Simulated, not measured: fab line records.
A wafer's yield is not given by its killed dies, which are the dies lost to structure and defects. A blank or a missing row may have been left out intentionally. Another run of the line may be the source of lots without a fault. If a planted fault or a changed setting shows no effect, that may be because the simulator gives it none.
What tool caused it? :: flow n5_finfet :: 10 lots, 30 wafers sampled, at 5 steps of a route of 1938

WHAT THE GAUGES READ, wafer by wafer
No reading from a measuring or inspecting step in the record can be judged against a usual standard deviation.

WHICH TOOL RAN EACH LOT (tool, then ch and the chambers of the sampled wafers, then the start)
lot: L990
N5_BEOL_M8_HM_DEP_02: pvd_sputter-02, day 10 10:02
N5_BEOL_M8_STRIP_67: rie_diel-05 ch 0,1,2, day 10 11:01
N5_BEOL_M8_ETCH_65: rie_diel-05 ch 0,1,3, day 10 15:49
N5_BEOL_M8_STRIP_80: rie_diel-05 ch 0,1,3, no start
N5_PASSIVATION_PROBE_49: -

lot: L992
N5_BEOL_M8_HM_DEP_02: pvd_sputter-02, day 11 11:45
N5_BEOL_M8_STRIP_67: rie_diel-03 ch 2,3, day 11 12:47
N5_BEOL_M8_ETCH_65: rie_diel-05 ch 2,3, day 11 14:55
N5_BEOL_M8_STRIP_80: rie_diel-05 ch 2,3, no start
N5_PASSIVATION_PROBE_49: -

lot: L991
N5_BEOL_M8_HM_DEP_02: pvd_sputter-02, day 11 11:51
N5_BEOL_M8_STRIP_67: rie_diel-05 ch 1,2, day 11 12:50
N5_BEOL_M8_ETCH_65: rie_diel-01 ch 2,3, day 11 15:05
N5_BEOL_M8_STRIP_80: rie_diel-01 ch 2,3, no start
N5_PASSIVATION_PROBE_49: -

lot: L994
N5_BEOL_M8_HM_DEP_02: pvd_sputter-03, day 11 11:59
N5_BEOL_M8_STRIP_67: rie_diel-05 ch 1,2,3, day 11 13:28
N5_BEOL_M8_ETCH_65: rie_diel-03 ch 0,3, day 11 15:17
N5_BEOL_M8_STRIP_80: rie_diel-03 ch 0,3, no start
N5_PASSIVATION_PROBE_49: -

lot: L987
N5_BEOL_M8_HM_DEP_02: pvd_sputter-03, day 11 12:05
N5_BEOL_M8_STRIP_67: rie_diel-03 ch 1,2, day 11 13:38
N5_BEOL_M8_ETCH_65: rie_diel-01 ch 0,1,3, day 11 15:29
N5_BEOL_M8_STRIP_80: rie_diel-01 ch 0,1,3, no start
N5_PASSIVATION_PROBE_49: -

lot: L998
N5_BEOL_M8_HM_DEP_02: pvd_sputter-01, day 12 06:41
N5_BEOL_M8_STRIP_67: rie_diel-03 ch 0,2, day 12 08:10
N5_BEOL_M8_ETCH_65: rie_diel-01 ch 0,1,3, day 12 10:04
N5_BEOL_M8_STRIP_80: rie_diel-01 ch 0,1,3, no start
N5_PASSIVATION_PROBE_49: -

lot: L100
N5_BEOL_M8_HM_DEP_02: pvd_sputter-02, day 13 22:21
N5_BEOL_M8_STRIP_67: rie_diel-01 ch 2,3, day 13 23:10
N5_BEOL_M8_ETCH_65: rie_diel-03 ch 0,2,3, day 14 01:14
N5_BEOL_M8_STRIP_80: rie_diel-03 ch 0,2,3, day 16 17:16 or earlier
N5_PASSIVATION_PROBE_49: prober-02, day 16 17:16

lot: L108
N5_BEOL_M8_HM_DEP_02: pvd_sputter-01, day 15 17:10
N5_BEOL_M8_STRIP_67: rie_diel-05 ch 1,2,3, day 15 17:59
N5_BEOL_M8_ETCH_65: rie_diel-01 ch 0,1,3, day 15 20:15
N5_BEOL_M8_STRIP_80: rie_diel-01 ch 0,1,3, no start
N5_PASSIVATION_PROBE_49: -

lot: L109
N5_BEOL_M8_HM_DEP_02: pvd_sputter-01, day 16 01:48
N5_BEOL_M8_STRIP_67: rie_diel-01 ch 0,2,3, day 16 02:38
N5_BEOL_M8_ETCH_65: rie_diel-01 ch 0,2,3, day 16 04:51
N5_BEOL_M8_STRIP_80: rie_diel-01 ch 0,2,3, no start
N5_PASSIVATION_PROBE_49: -

lot: L110
N5_BEOL_M8_HM_DEP_02: pvd_sputter-03, day 16 02:13
N5_BEOL_M8_STRIP_67: rie_diel-01 ch 1,2, day 16 03:07
N5_BEOL_M8_ETCH_65: rie_diel-05 ch 0,1,3, day 16 05:02
N5_BEOL_M8_STRIP_80: rie_diel-05 ch 0,1,3, no start
N5_PASSIVATION_PROBE_49: -
- N5_BEOL_M8_HM_DEP_02: deposits TiN, target thk 20 nm.
- N5_BEOL_M8_STRIP_67: strips in CF4.
- N5_BEOL_M8_ETCH_65: etches SiARC in CF4, target depth 15.6 nm, time 26 s.
- N5_BEOL_M8_STRIP_80: strips in N2/H2, time 10 s.
- N5_PASSIVATION_PROBE_49

WHAT THE TOOLS THEMSELVES READ (means of the sampled wafers that have a number; where no wafer has one, the mark that the record gives instead)
N5_BEOL_M8_HM_DEP_02. Usual: susceptor_temp_C 25.01 C, standard deviation 0.11; throttle_valve_pct 29.7 %, standard deviation 1.
lot: L990
tool: pvd_sputter-02
susceptor_temp_C (C): 24.96
throttle_valve_pct (%): 29.0
flag: 

lot: L992
tool: pvd_sputter-02
susceptor_temp_C (C): 24.97
throttle_valve_pct (%): 28.7
flag: 

lot: L991
tool: pvd_sputter-02
susceptor_temp_C (C): 24.96
throttle_valve_pct (%): 29.6
flag: 

lot: L994
tool: pvd_sputter-03
susceptor_temp_C (C): 24.99
throttle_valve_pct (%): 29.6
flag: 

lot: L987
tool: pvd_sputter-03
susceptor_temp_C (C): 24.96
throttle_valve_pct (%): 29.8
flag: 

lot: L998
tool: pvd_sputter-01
susceptor_temp_C (C): 24.90
throttle_valve_pct (%): 30.8
flag: 

lot: L100
tool: pvd_sputter-02
susceptor_temp_C (C): 25.05
throttle_valve_pct (%): 28.3
flag: 

lot: L108
tool: pvd_sputter-01
susceptor_temp_C (C): 25.10
throttle_valve_pct (%): 30.6
flag: 

lot: L109
tool: pvd_sputter-01
susceptor_temp_C (C): 25.08
throttle_valve_pct (%): 30.1
flag: 

lot: L110
tool: pvd_sputter-03
susceptor_temp_C (C): 24.99
throttle_valve_pct (%): 30.1
flag: 

N5_BEOL_M8_STRIP_67. Usual: drypump_motor_current_A 5.5 A, standard deviation 0.5; oes_product_au 0.77 a.u., standard deviation 0.062; rf_vpp_V 271.9 V, standard deviation 1.4; showerhead_plenum_p_Torr 1.82 Torr, standard deviation 0.054; throttle_valve_pct 13.68 %, standard deviation 0.18.
lot: L990
tool: rie_diel-05
drypump_motor_current_A (A): 5.8
oes_product_au (a.u.): 0.82
rf_vpp_V (V): 271.2
showerhead_plenum_p_Torr (Torr): 1.78
throttle_valve_pct (%): 13.56
flag: 

lot: L992
tool: rie_diel-03
drypump_motor_current_A (A): 5.6
oes_product_au (a.u.): 0.82
rf_vpp_V (V): 271.1
showerhead_plenum_p_Torr (Torr): 1.84
throttle_valve_pct (%): 13.76
flag: 

lot: L991
tool: rie_diel-05
drypump_motor_current_A (A): 5.6
oes_product_au (a.u.): 0.82
rf_vpp_V (V): 270.7
showerhead_plenum_p_Torr (Torr): 1.78
throttle_valve_pct (%): 13.53
flag: 

lot: L994
tool: rie_diel-05
drypump_motor_current_A (A): 5.3
oes_product_au (a.u.): 0.82
rf_vpp_V (V): 271.9
showerhead_plenum_p_Torr (Torr): 1.83
throttle_valve_pct (%): 13.57
flag: 

lot: L987
tool: rie_diel-03
drypump_motor_current_A (A): 5.3
oes_product_au (a.u.): 0.76
rf_vpp_V (V): 271.9
showerhead_plenum_p_Torr (Torr): 1.80
throttle_valve_pct (%): 13.82
flag: 

lot: L998
tool: rie_diel-03
drypump_motor_current_A (A): 5.6
oes_product_au (a.u.): 0.73
rf_vpp_V (V): 272.2
showerhead_plenum_p_Torr (Torr): 1.83
throttle_valve_pct (%): 13.75
flag: 

lot: L100
tool: rie_diel-01
drypump_motor_current_A (A): 5.1
oes_product_au (a.u.): 0.70
rf_vpp_V (V): 272.2
showerhead_plenum_p_Torr (Torr): 1.84
throttle_valve_pct (%): 13.91
flag: 

lot: L108
tool: rie_diel-05
drypump_motor_current_A (A): 5.3
oes_product_au (a.u.): 0.78
rf_vpp_V (V): 271.9
showerhead_plenum_p_Torr (Torr): 1.82
throttle_valve_pct (%): 13.66
flag: 

lot: L109
tool: rie_diel-01
drypump_motor_current_A (A): 5.6
oes_product_au (a.u.): 0.71
rf_vpp_V (V): 271.9
showerhead_plenum_p_Torr (Torr): 1.83
throttle_valve_pct (%): 13.79
flag: 

lot: L110
tool: rie_diel-01
drypump_motor_current_A (A): 5.1
oes_product_au (a.u.): 0.72
rf_vpp_V (V): 272.1
showerhead_plenum_p_Torr (Torr): 1.82
throttle_valve_pct (%): 13.85
flag: 

N5_BEOL_M8_ETCH_65. Usual: value, then standard deviation, for each; drypump_motor_current_A 5.5 A / 0.49; etch_rf_on_time_s 25.9 s / 0.69; oes_product_au 0.66 a.u. / 0.056; rf_fwd_power_W 534.2 W / 2.8; rf_vpp_V 184.6 V / 1.1; showerhead_plenum_p_Torr 2.18 Torr / 0.064; throttle_valve_pct 15.70 % / 0.17.
lot: L990
tool: rie_diel-05
drypump_motor_current_A (A): 5.5
etch_rf_on_time_s (s): 26.2
oes_product_au (a.u.): 0.69
rf_fwd_power_W (W): 533.6
rf_vpp_V (V): 184.5
showerhead_plenum_p_Torr (Torr): 2.13
throttle_valve_pct (%): 15.68
flag: 

lot: L992
tool: rie_diel-05
drypump_motor_current_A (A): 5.3
etch_rf_on_time_s (s): 25.1
oes_product_au (a.u.): 0.72
rf_fwd_power_W (W): 533.1
rf_vpp_V (V): 185.4
showerhead_plenum_p_Torr (Torr): 2.25
throttle_valve_pct (%): 15.67
flag: 

lot: L991
tool: rie_diel-01
drypump_motor_current_A (A): 5.1
etch_rf_on_time_s (s): 25.9
oes_product_au (a.u.): 0.60
rf_fwd_power_W (W): 535.6
rf_vpp_V (V): 184.5
showerhead_plenum_p_Torr (Torr): 2.21
throttle_valve_pct (%): 15.87
flag: 

lot: L994
tool: rie_diel-03
drypump_motor_current_A (A): 5.9
etch_rf_on_time_s (s): 25.4
oes_product_au (a.u.): 0.70
rf_fwd_power_W (W): 531.9
rf_vpp_V (V): 184.8
showerhead_plenum_p_Torr (Torr): 2.24
throttle_valve_pct (%): 15.64
flag: 

lot: L987
tool: rie_diel-01
drypump_motor_current_A (A): 5.6
etch_rf_on_time_s (s): 26.0
oes_product_au (a.u.): 0.66
rf_fwd_power_W (W): 535.3
rf_vpp_V (V): 183.8
showerhead_plenum_p_Torr (Torr): 2.18
throttle_valve_pct (%): 15.55
flag: 

lot: L998
tool: rie_diel-01
drypump_motor_current_A (A): 5.6
etch_rf_on_time_s (s): 26.1
oes_product_au (a.u.): 0.65
rf_fwd_power_W (W): 532.6
rf_vpp_V (V): 184.7
showerhead_plenum_p_Torr (Torr): 2.17
throttle_valve_pct (%): 15.57
flag: 

lot: L100
tool: rie_diel-03
drypump_motor_current_A (A): 5.8
etch_rf_on_time_s (s): 25.9
oes_product_au (a.u.): 0.67
rf_fwd_power_W (W): 533.3
rf_vpp_V (V): 184.5
showerhead_plenum_p_Torr (Torr): 2.21
throttle_valve_pct (%): 15.79
flag: 

lot: L108
tool: rie_diel-01
drypump_motor_current_A (A): 5.6
etch_rf_on_time_s (s): 23.1
oes_product_au (a.u.): 0.70
rf_fwd_power_W (W): 531.1
rf_vpp_V (V): 185.0
showerhead_plenum_p_Torr (Torr): 2.16
throttle_valve_pct (%): 15.63
flag: OFF

lot: L109
tool: rie_diel-01
drypump_motor_current_A (A): 5.5
etch_rf_on_time_s (s): 22.7
oes_product_au (a.u.): 0.67
rf_fwd_power_W (W): 533.0
rf_vpp_V (V): 183.8
showerhead_plenum_p_Torr (Torr): 2.18
throttle_valve_pct (%): 15.78
flag: OFF

lot: L110
tool: rie_diel-05
drypump_motor_current_A (A): 5.5
etch_rf_on_time_s (s): 26.2
oes_product_au (a.u.): 0.66
rf_fwd_power_W (W): 533.8
rf_vpp_V (V): 183.8
showerhead_plenum_p_Torr (Torr): 2.12
throttle_valve_pct (%): 15.76
flag: 

N5_BEOL_M8_STRIP_80. Usual: drypump_motor_current_A 5.5 A, standard deviation 0.49; oes_product_au 0.77 a.u., standard deviation 0.067; rf_vpp_V 59.3 V, standard deviation 0.85; showerhead_plenum_p_Torr 2.59 Torr, standard deviation 0.074; throttle_valve_pct 23.77 %, standard deviation 0.14.
lot: L990
tool: rie_diel-05
drypump_motor_current_A (A): 5.5
oes_product_au (a.u.): 0.82
rf_vpp_V (V): 59.5
showerhead_plenum_p_Torr (Torr): 2.53
throttle_valve_pct (%): 23.83
flag: 

lot: L992
tool: rie_diel-05
drypump_motor_current_A (A): 5.3
oes_product_au (a.u.): 0.83
rf_vpp_V (V): 59.7
showerhead_plenum_p_Torr (Torr): 2.69
throttle_valve_pct (%): 23.77
flag: 

lot: L991
tool: rie_diel-01
drypump_motor_current_A (A): 5.1
oes_product_au (a.u.): 0.70
rf_vpp_V (V): 58.7
showerhead_plenum_p_Torr (Torr): 2.61
throttle_valve_pct (%): 23.63
flag: 

lot: L994
tool: rie_diel-03
drypump_motor_current_A (A): 5.9
oes_product_au (a.u.): 0.81
rf_vpp_V (V): 58.9
showerhead_plenum_p_Torr (Torr): 2.67
throttle_valve_pct (%): 23.82
flag: 

lot: L987
tool: rie_diel-01
drypump_motor_current_A (A): 5.7
oes_product_au (a.u.): 0.77
rf_vpp_V (V): 60.0
showerhead_plenum_p_Torr (Torr): 2.59
throttle_valve_pct (%): 23.64
flag: 

lot: L998
tool: rie_diel-01
drypump_motor_current_A (A): 5.6
oes_product_au (a.u.): 0.77
rf_vpp_V (V): 59.5
showerhead_plenum_p_Torr (Torr): 2.58
throttle_valve_pct (%): 23.63
flag: 

lot: L100
tool: rie_diel-03
drypump_motor_current_A (A): 5.8
oes_product_au (a.u.): 0.78
rf_vpp_V (V): 59.6
showerhead_plenum_p_Torr (Torr): 2.62
throttle_valve_pct (%): 23.85
flag: 

lot: L108
tool: rie_diel-01
drypump_motor_current_A (A): 5.7
oes_product_au (a.u.): 0.75
rf_vpp_V (V): 58.9
showerhead_plenum_p_Torr (Torr): 2.57
throttle_valve_pct (%): 23.68
flag: 

lot: L109
tool: rie_diel-01
drypump_motor_current_A (A): 5.6
oes_product_au (a.u.): 0.70
rf_vpp_V (V): 59.2
showerhead_plenum_p_Torr (Torr): 2.58
throttle_valve_pct (%): 23.70
flag: 

lot: L110
tool: rie_diel-05
drypump_motor_current_A (A): 5.5
oes_product_au (a.u.): 0.77
rf_vpp_V (V): 59.6
showerhead_plenum_p_Torr (Torr): 2.51
throttle_valve_pct (%): 23.89
flag: 

N5_PASSIVATION_PROBE_49. Usual: defect_limited_yield 91.7 %, standard deviation 1.5; killed_at_M0_to_M3 32, standard deviation 10; killed_at_M4_up 14, standard deviation 5.3; killed_at_contacts 13, standard deviation 5.7; killed_at_front_end 37, standard deviation 10; killed_at_other 3.3, standard deviation 2.5; killed_dies 98, standard deviation 18; killed_open 65, standard deviation 13; killed_short 31, standard deviation 7.5; sort_bin_5_function 4.9 %, standard deviation 0.91; sort_bin_6_memory 3.1 %, standard deviation 0.71; sort_bin_8_speed 0.00 %, standard deviation 0.017; sort_n_pass 1082, standard deviation 18; sort_yield_pct 91.7 %, standard deviation 1.5.
lot: L100
tool: prober-02
defect_limited_yield (%): 90.7
killed_at_M0_to_M3: 45
killed_at_M4_up: 11
killed_at_contacts: 14
killed_at_front_end: 36
killed_at_other: 3.3
killed_dies: 110
killed_open: 72
killed_short: 38
sort_bin_5_function (%): 5.5
sort_bin_6_memory (%): 3.6
sort_bin_8_speed (%): 0.00
sort_n_pass: 1070
sort_yield_pct (%): 90.7
flag: 

THE ANSWER, worked out from the rows above alone
Rule: take the mean of a lot's wafers that have a number; if it is more than 3 standard deviations from the usual mean, the lot is off. A lot without any number at a reading at which 4 lots or more have one is off too. The other lots that the step has rows for count as sound. First the gauges in route order, then the tools' own readings, where a lot's mean is used as printed above. The first step at which some lot is off is used, and at that step the reading that is off furthest; a lot without a number counts as furthest.
Off at N5_BEOL_M8_ETCH_65 (etch_rf_on_time_s): L108, L109.
If a tool, at that step or one of the process steps before it, ran each lot that is off and ran no sound lot following the first of them, it fits. Can't be told from this: 2 tools fit, pvd_sputter-01 at N5_BEOL_M8_HM_DEP_02, rie_diel-01 at N5_BEOL_M8_ETCH_65.

WHAT HAD BEEN PUT IN BY THE SIMULATOR
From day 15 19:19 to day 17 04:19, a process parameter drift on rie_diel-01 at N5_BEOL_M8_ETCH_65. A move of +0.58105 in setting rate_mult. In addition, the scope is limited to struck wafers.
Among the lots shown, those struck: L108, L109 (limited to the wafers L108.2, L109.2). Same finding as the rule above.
